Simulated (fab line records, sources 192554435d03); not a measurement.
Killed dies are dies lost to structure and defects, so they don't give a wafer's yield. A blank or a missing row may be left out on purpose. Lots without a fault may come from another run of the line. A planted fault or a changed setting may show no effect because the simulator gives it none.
fab line records | flow n5_finfet
record lots=7 wafers=21
route steps=1938 shown ZERO_LAYER@9 WELL_APT@21 FIN_SAQP@94 DUMMY_GATE@221 SD_EPI_N@268
start_h: hours from the record's first day to the start of the lot's first wafer shown | wait_h: hours since the lot's step before | " the same as in the row above | L1.1+2: a row that stands for several wafers | - no value, or no start given | * or withheld: withheld | < > ~ a bound
route shown NAME@n: a module of which the file shows steps, and the number in the route of the first | usual: mean/standard deviation of fault-free wafers | same: alike in all rows | chamber/n: place in a boat | sites: the reading at each site | _std_site: their standard deviation | _edge_site: outer sites' mean less inner sites' | radius_mm: how far each site lies from the wafer's centre | mask NAME#n: copy n | behind: the tool/chamber that last shaped the wafer | hold: why the lot was held/for how many hours/how that ended | device: the transistor (n, p or np) that didn't switch | end of line: the same wafers' tests at the end of the route | a step without rows: its recipe alone | killed: dies lost to structure and defects at the first sort, not the wafer's yield | map: a wafer's dies, x killed, . not, _ none there
set.NAME: the setting as run; set.NAME@STEP: as run at that earlier step | model.NAME: the simulator's own value behind a step, which no gauge read
lots whose settings were changed on purpose; a table a step, a row a wafer
## steps
# step N5_ZERO_LAYER_EXPOSE_08
# recipe mask_id=ZERO na=0.55 source_shape=conventional sigma_outer=0.8 polarization=unpolarized defocus_nm=0 target_cd_nm=2000 dose_mj=16.2
# columns lot.wafer tool chamber start_h wait_h mask set.dose_mj
L082.1+2+3 krf_scanner-01 0 60.46 - ZERO#0 16.2
L083.4+5 krf_scanner-01 0 66.48 - ZERO#0 15.63
L083.6 " 0 " " ZERO#0 16.2
L087.2+6 krf_scanner-01 0 90.47 - ZERO#0 16.83
L087.5 " 0 " " ZERO#0 16.2
L088.2+5+6 krf_scanner-01 0 96.47 - ZERO#0 16.2
L089.1 krf_scanner-01 0 102.46 - ZERO#0 16.93
L089.5+6 " 0 " " ZERO#0 16.2
L093.1+3+5 krf_scanner-01 0 126.46 - ZERO#0 16.2
L094.1+4+5 krf_scanner-01 0 132.46 - ZERO#0 16.2
# step N5_ZERO_LAYER_PEB_09
# recipe peb_temp_c=withheld peb_time_s=*
# step N5_ZERO_LAYER_DEVELOP_10
# recipe develop_time_s=60 rinse_liquid=diw dry=air_spin dev_temp_c=21
# step N5_ZERO_LAYER_HARDBAKE_23
# recipe temp_c=130 time_s=120
# step N5_ZERO_LAYER_CD_MEAS_11
# recipe target_cd_nm=2000 landing_energy_ev=500 detector=se_inlens
# usual cd_nm=2000.5/1.7
# columns lot.wafer tool chamber start_h wait_h set.dose_mj@ZERO_LAYER_EXPOSE_08 cd_nm
L082.1 cd_sem-01 0 60.64 - 16.2 2000.9
L082.2 " 0 " " 16.2 1998.5
L082.3 " 0 " " 16.2 1996.9
L083.4 cd_sem-02 0 66.65 - 15.63 1993.5
L083.5 " 0 " " 15.63 1993.7
L083.6 " 0 " " 16.2 2001.8
L087.2 cd_sem-01 0 90.64 - 16.83 2006.7
L087.5 " 0 " " 16.2 2000.9
L087.6 " 0 " " 16.83 2007.6
L088.2 cd_sem-03 0 96.64 - 16.2 2000.8
L088.5 " 0 " " 16.2 1996.8
L088.6 " 0 " " 16.2 1997.7
L089.1 cd_sem-03 0 102.64 - 16.93 2009.8
L089.5 " 0 " " 16.2 1997.2
L089.6 " 0 " " 16.2 2002.2
L093.1 cd_sem-01 0 126.64 - 16.2 2002.9
L093.3 " 0 " " 16.2 2000.8
L093.5 " 0 " " 16.2 2004.2
L094.1 cd_sem-03 0 132.64 - 16.2 2001.2
L094.4 " 0 " " 16.2 2000.3
L094.5 " 0 " " 16.2 2000.8
# step N5_WELL_APT_COAT_02
# recipe spin_rpm=1357 resist_thk_nm=950
# columns lot.wafer tool chamber start_h wait_h set.spin_rpm model.coat_of_WELL_APT_COAT_02.thk_nm
L082.1 litho_track-02 0 - - 1357 951.5
L082.2 " 0 " " 1357 951.6
L082.3 " 0 " " 1461 916.4
L083.4 litho_track-01 0 - - 1285 984.6
L083.5 " 0 " " 1357 956.8
L083.6 " 0 " " 1357 957.6
L087.2 litho_track-03 0 - - 1441 922.5
L087.5 " 0 " " 1357 952.1
L087.6 " 0 " " 1441 923.6
L088.2 litho_track-02 0 - - 1357 954.7
L088.5 " 0 " " 1357 952.3
L088.6 " 0 " " 1501 908.9
L089.1 litho_track-01 0 - - 1403 939.2
L089.5 " 0 " " 1357 951.7
L089.6 " 0 " " 1403 938.5
L093.1+5 litho_track-03 0 - - 1357 951.9
L093.3 " 0 " " 1357 949.5
L094.1 litho_track-01 0 - - 1357 950.6
L094.4 " 0 " " 1357 951.9
L094.5 " 0 " " 1357 951.5
# step N5_FIN_SAQP_ALD_61
# recipe material=SiO2 target_thk_a=40 temp_c=300 ald_precursor_family=BDEAS ald_co_reactant=O2-plasma pulse_time_s=1 purge_time_s=2 co_reactant_purge_time_s=2 ald_cycles=43 pressure_torr=2
# columns lot.wafer tool chamber start_h wait_h set.ald_cycles model.SiO2_of_FIN_SAQP_ALD_61.thk_nm
L082.1 ald_sin-01 3 68.24 0.0 38 3.563
L082.2 " 1 " " 43 4.025
L082.3 " 2 " " 43 4.006
L083.4 ald_sin-04 1 76.31 1.5 43 3.992
L083.5 " 3 " " 43 3.998
L083.6 " 0 " " 38 3.554
L087.2 ald_sin-04 0 98.15 0.0 43 3.988
L087.5 " 2 " " 46 4.27
L087.6 " 3 " " 46 4.245
L088.2 ald_sin-04 0 104.02 0.0 43 4.023
L088.5 " 2 " " 49 4.567
L088.6 " 3 " " 49 4.586
L089.1 ald_sin-01 3 109.75 0.0 49 4.577
L089.5 " 0 " " 49 4.587
L089.6 " 1 " " 43 4.01
L093.1 ald_sin-04 3 134.57 0.0 43 4.01
L093.3 " 1 " " 43 3.987
L093.5 " 2 " " 43 3.999
L094.1 ald_sin-04 1 139.87 0.0 37 3.448
L094.4 " 3 " " 43 4
L094.5 " 2 " " 37 3.462
# step N5_FIN_SAQP_COAT_50
# recipe resist=SiARC temp_c=220 time_s=60 spin_rpm=1500 resist_thk_nm=35
# columns lot.wafer tool chamber start_h wait_h set.spin_rpm model.SiARC_of_FIN_SAQP_COAT_50.thk_nm
L082.1 litho_track-03 0 - - 1500 35.11
L082.2 " 0 " " 1625 33.8
L082.3 " 0 " " 1500 35.16
L083.4 litho_track-04 0 - - 1500 35.16
L083.5 " 0 " " 1434 36.02
L083.6 " 0 " " 1434 36.05
L087.2 litho_track-02 0 - - 1580 34.12
L087.5 " 0 " " 1500 35.01
L087.6 " 0 " " 1500 35.02
L088.2 litho_track-03 0 - - 1550 34.49
L088.5+6 " 0 " " 1550 34.46
L089.1 litho_track-04 0 - - 1574 34.2
L089.5 " 0 " " 1574 34.26
L089.6 " 0 " " 1500 35.12
L093.1 litho_track-04 0 - - 1500 35.04
L093.3 " 0 " " 1500 35.03
L093.5 " 0 " " 1500 34.96
L094.1 litho_track-03 0 - - 1446 35.59
L094.4 " 0 " " 1446 35.57
L094.5 " 0 " " 1500 34.91
# step N5_FIN_SAQP_COAT_10
# recipe resist=CAR-ArF spin_rpm=1500 resist_thk_nm=90
# step N5_FIN_SAQP_EBR_12
# recipe solvent=PGMEA ebr_width_mm=1.5
# step N5_FIN_SAQP_DESCUM_21
# recipe chemistry=O2 time_s=7.9 source_power_w=50 bias_power_w=20 pressure_mtorr=20 rf_frequency_hz=2.712e+07 temp_c=40 resist=CAR-ArF o2_flow_sccm=225
# step N5_FIN_SAQP_ETCH_51
# recipe chemistry=CF4 target=SiARC target_depth_a=455 mask_material=CAR-ArF time_s=75.8 ion_energy_ev=80 pressure_mtorr=40 source_w=545 bias_w=36 Ar_flow_sccm=100 cf4_flow_sccm=100 ends=cleared
# columns lot.wafer tool chamber start_h wait_h set.spin_rpm@FIN_SAQP_COAT_50 model.etch.depth_nm model.CAR-ArF_of_FIN_SAQP_COAT_10.thk_nm
L082.1 rie_diel-04 0 69.56 0.0 1500 35.11 50.59
L082.2 " 2 " " 1625 33.8 52.02
L082.3 " 3 " " 1500 35.16 50.79
L083.4 rie_diel-01 1 77.60 0.0 1500 35.16 51.07
L083.5 " 0 " " 1434 36.02 49.94
L083.6 " 2 " " 1434 36.05 49.84
L087.2 rie_diel-06 2 99.36 0.0 1580 34.12 51.51
L087.5 " 3 " " 1500 35.01 50.77
L087.6 " 2 " " 1500 35.02 50.92
L088.2 rie_diel-06 3 105.65 0.0 1550 34.49 51.24
L088.5 " 0 " " 1550 34.46 51.14
L088.6 " 1 " " 1550 34.46 51.33
L089.1 rie_diel-06 2 111.08 0.0 1574 34.2 51.78
L089.5 " 3 " " 1574 34.26 51.8
L089.6 " 0 " " 1500 35.12 50.94
L093.1 rie_diel-01 0 135.89 0.0 1500 35.04 50.89
L093.3 " 3 " " 1500 35.03 51.14
L093.5 " 3 " " 1500 34.96 50.64
L094.1 rie_diel-01 3 141.40 0.0 1446 35.59 50.42
L094.4 " 3 " " 1446 35.57 50.35
L094.5 " 0 " " 1500 34.91 51.11
# step N5_FIN_SAQP_ETCH_52
# recipe chemistry=N2/H2 target=SOC target_depth_a=1000 overetch_a=200 mask_material=SiARC temp_c=40 time_s=150 ion_energy_ev=200 pressure_mtorr=30 source_w=840 bias_w=150 n2_flow_sccm=200 h2_flow_sccm=200 ends=end_point
# columns lot.wafer tool chamber start_h wait_h set.spin_rpm@FIN_SAQP_COAT_50 model.SiARC_of_FIN_SAQP_COAT_50.thk_nm
L082.1 rie_diel-04 0 69.62 0.0 1500 29.03
L082.2 " 2 " " 1625 28.03
L082.3 " 3 " " 1500 28.87
L083.4 rie_diel-01 1 77.68 0.0 1500 29.42
L083.5 " 0 " " 1434 30.25
L083.6 " 2 " " 1434 30.41
L087.2 rie_diel-06 2 99.42 0.0 1580 28.12
L087.5 " 3 " " 1500 28.96
L087.6 " 2 " " 1500 29.03
L088.2 rie_diel-06 3 105.70 0.0 1550 28.38
L088.5 " 0 " " 1550 28.52
L088.6 " 1 " " 1550 28.83
L089.1 rie_diel-06 2 111.13 0.0 1574 28.23
L089.5 " 3 " " 1574 28.18
L089.6 " 0 " " 1500 29.21
L093.1 rie_diel-01 0 135.95 0.0 1500 29.1
L093.3 " 3 " " 1500 29.06
L093.5 " 3 " " 1500 28.97
L094.1 rie_diel-01 3 141.46 0.0 1446 29.59
L094.4 " 3 " " 1446 29.57
L094.5 " 0 " " 1500 28.97
# step N5_FIN_SAQP_COAT_68
# recipe resist=SOC temp_c=250 time_s=60 spin_rpm=1500 resist_thk_nm=100
# columns lot.wafer tool chamber start_h wait_h set.spin_rpm model.SOC_of_FIN_SAQP_COAT_68.thk_nm
L082.1 litho_track-04 0 72.47 0.3 1457 101.8
L082.2 " 0 " " 1500 100.4
L082.3 " 0 " " 1457 102
L083.4 litho_track-04 0 80.59 0.2 1500 100
L083.5 " 0 " " 1500 100.2
L083.6 " 0 " " 1372 104.8
L087.2+6 litho_track-03 0 102.21 0.3 1500 100.2
L087.5 " 0 " " 1500 100.4
L088.2 litho_track-03 0 108.36 0.3 1500 100.2
L088.5 " 0 " " 1377 104.2
L088.6 " 0 " " 1377 104.6
L089.1 litho_track-04 0 113.70 0.3 1642 95.6
L089.5+6 " 0 " " 1500 100
L093.1+5 litho_track-02 0 138.78 0.3 1500 100.4
L093.3 " 0 " " 1500 100.2
L094.1 litho_track-04 0 144.17 0.3 1500 100
L094.4+5 " 0 " " 1360 105
# step N5_DUMMY_GATE_PECVD_30
# recipe material=SiO2 target_thk_a=550 temp_c=400 precursor=TEOS/O2 pressure_torr=6.5 rf_w=withheld teos_flow_sccm=withheld gas=O2 flow_sccm=2650 time_s=10.8
# columns lot.wafer tool chamber start_h wait_h set.time_s model.SiO2_of_DUMMY_GATE_PECVD_30.thk_nm
L082.1 pecvd-04 0 95.52 0.0 10.38 52.6
L082.2 " 2 " " 10.8 55.8
L082.3 " 1 " " 10.38 53
L083.4 pecvd-04 0 102.12 0.1 10.8 56.4
L083.5 " 2 " " 11.61 60.2
L083.6 " 1 " " 10.8 55.6
L087.2 pecvd-04 0 123.01 0.0 10.8 55.4
L087.5 " 2 " " 10.8 55.8
L087.6 " 0 " " 11.83 61
L088.2 pecvd-01 0 131.30 0.0 9.25 46.6
L088.5 " 2 " " 10.8 56
L088.6 " 0 " " 9.25 47.4
L089.1 pecvd-04 0 135.63 0.0 10.8 54.4
L089.5 " 0 " " 9.693 49.6
L089.6 " 1 " " 10.8 56.4
L093.1 pecvd-01 0 160.61 0.0 10.8 53.6
L093.3+5 " 2,1 " " 10.8 54.2
L094.1 pecvd-04 0 166.38 0.0 10.8 54.4
L094.4+5 " 1,2 " " 10.8 55.8
# step N5_DUMMY_GATE_COAT_28
# recipe resist=underlayer temp_c=205 time_s=60 spin_rpm=1500 resist_thk_nm=10
# columns lot.wafer tool chamber start_h wait_h set.spin_rpm model.underlayer_of_DUMMY_GATE_COAT_28.thk_nm
L082.1+2+3 litho_track-05 0 - - 1500 10
L083.4 litho_track-03 0 - - 1500 10
L083.5+6 " 0 " " 1601 9.8
L087.2+5+6 litho_track-03 0 - - 1500 10
L088.2+5+6 litho_track-04 0 - - 1500 10
L089.1+5 litho_track-05 0 - - 1500 10
L089.6 " 0 " " 1597 9.6
L093.1+3+5 litho_track-04 0 - - 1500 10
L094.1+5 litho_track-04 0 - - 1634 9.6
L094.4 " 0 " " 1500 10
# step N5_DUMMY_GATE_COAT_09
# recipe resist=CAR-EUV spin_rpm=1500 resist_thk_nm=30
# step N5_DUMMY_GATE_EBR_11
# recipe solvent=PGMEA ebr_width_mm=1.5
# step N5_DUMMY_GATE_ETCH_31
# recipe chemistry=C4F6/O2 target=SiO2 mask_material=SOC target_depth_a=825 time_s=27.5 ion_energy_ev=250 pressure_mtorr=30 source_w=345 bias_w=185 Ar_flow_sccm=300 C4F6_flow_sccm=10 O2_flow_sccm=10
# step N5_DUMMY_GATE_STRIP_41
# recipe chemistry=O2 power_w=400 temp_c=40 pressure_mtorr=30 rf_frequency_hz=6e+07 bias_power_w=0 overash_fraction=0.3 o2_flow_sccm=225
# step N5_DUMMY_GATE_HM_OPEN_21
# recipe chemistry=CH3F/O2 target=SiNx target_depth_a=1200 Ar_flow_sccm=150 CH3F_flow_sccm=30 O2_flow_sccm=23 time_s=171.4 pressure_mtorr=30 source_w=395 bias_w=73 ion_energy_ev=120.7
# columns lot.wafer tool chamber start_h wait_h set.time_s@DUMMY_GATE_PECVD_30 model.SiO2_of_DUMMY_GATE_PECVD_30.thk_nm
L082.1 rie_diel-02 2 96.61 0.0 10.38 42.4
L082.2 " 1 " " 10.8 46
L082.3 " 0 " " 10.38 42.8
L083.4 rie_diel-05 3 103.07 0.0 10.8 46.6
L083.5 " 3 " " 11.61 50.6
L083.6 " 0 " " 10.8 45.4
L087.2 rie_diel-03 0 124.05 0.0 10.8 45.4
L087.5 " 0 " " 10.8 46
L087.6 " 1 " " 11.83 51.2
L088.2 rie_diel-02 3 132.28 0.0 9.25 37.2
L088.5 " 0 " " 10.8 45.8
L088.6 " 3 " " 9.25 38
L089.1 rie_diel-02 1 136.72 0.0 10.8 44.6
L089.5 " 1 " " 9.693 39.8
L089.6 " 2 " " 10.8 46.2
L093.1 rie_diel-03 2 162.03 0.0 10.8 43.8
L093.3+5 " 3,2 " " 10.8 44.4
L094.1 rie_diel-02 3 167.46 0.0 10.8 44.8
L094.4 " 2 " " 10.8 45.6
L094.5 " 0 " " 10.8 45.8
# step N5_SD_EPI_N_PEB_07
# recipe peb_temp_c=110 peb_time_s=60 resist=CAR-ArF-block
# columns lot.wafer tool chamber start_h wait_h set.peb_time_s
L082.1+2+3 litho_track-01 0 98.29 0.1 60
L083.4 litho_track-03 0 104.65 0.0 68.78
L083.5+6 " 0 " " 60
L087.2+5+6 litho_track-02 0 126.02 0.0 60
L088.2+5 litho_track-01 0 133.86 0.0 60
L088.6 " 0 " " 51.65
L089.1+5 litho_track-03 0 138.51 0.1 60
L089.6 " 0 " " 65.61
L093.1+3+5 litho_track-01 0 163.87 0.1 60
L094.1+4+5 litho_track-01 0 169.05 0.1 60
## key
split step=N5_ZERO_LAYER_EXPOSE_08 setting=dose_mj stated=16.2 by=wafer
response step=N5_ZERO_LAYER_CD_MEAS_11 reading=cd_nm change=+2.07 per=1% r=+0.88
split step=N5_WELL_APT_COAT_02 setting=spin_rpm stated=1357 by=wafer
response step=N5_WELL_APT_COAT_02 reading=model.coat_of_WELL_APT_COAT_02.thk_nm change=-4.46 per=1% r=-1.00
split step=N5_FIN_SAQP_ALD_61 setting=ald_cycles stated=43 by=wafer
response step=N5_FIN_SAQP_ALD_61 reading=model.SiO2_of_FIN_SAQP_ALD_61.thk_nm change=+0.0394 per=1% r=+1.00
split step=N5_FIN_SAQP_COAT_50 setting=spin_rpm stated=1500 by=wafer
response step=N5_FIN_SAQP_COAT_50 reading=model.SiARC_of_FIN_SAQP_COAT_50.thk_nm change=-0.172 per=1% r=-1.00
response step=N5_FIN_SAQP_ETCH_51 reading=model.etch.depth_nm change=-0.172 per=1% r=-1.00
response step=N5_FIN_SAQP_ETCH_51 reading=model.CAR-ArF_of_FIN_SAQP_COAT_10.thk_nm change=+0.172 per=1% r=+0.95
response step=N5_FIN_SAQP_ETCH_52 reading=model.SiARC_of_FIN_SAQP_COAT_50.thk_nm change=-0.152 per=1% r=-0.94
split step=N5_FIN_SAQP_COAT_68 setting=spin_rpm stated=1500 by=wafer
response step=N5_FIN_SAQP_COAT_68 reading=model.SOC_of_FIN_SAQP_COAT_68.thk_nm change=-0.514 per=1% r=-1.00
split step=N5_DUMMY_GATE_PECVD_30 setting=time_s stated=10.8 by=wafer
response step=N5_DUMMY_GATE_PECVD_30 reading=model.SiO2_of_DUMMY_GATE_PECVD_30.thk_nm change=+0.598 per=1% r=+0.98
response step=N5_DUMMY_GATE_HM_OPEN_21 reading=model.SiO2_of_DUMMY_GATE_PECVD_30.thk_nm change=+0.581 per=1% r=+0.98
split step=N5_DUMMY_GATE_COAT_28 setting=spin_rpm stated=1500 by=wafer
response step=N5_DUMMY_GATE_COAT_28 reading=model.underlayer_of_DUMMY_GATE_COAT_28.thk_nm change=-0.045 per=1% r=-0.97
split step=N5_SD_EPI_N_PEB_07 setting=peb_time_s stated=60 by=wafer
response none in this file
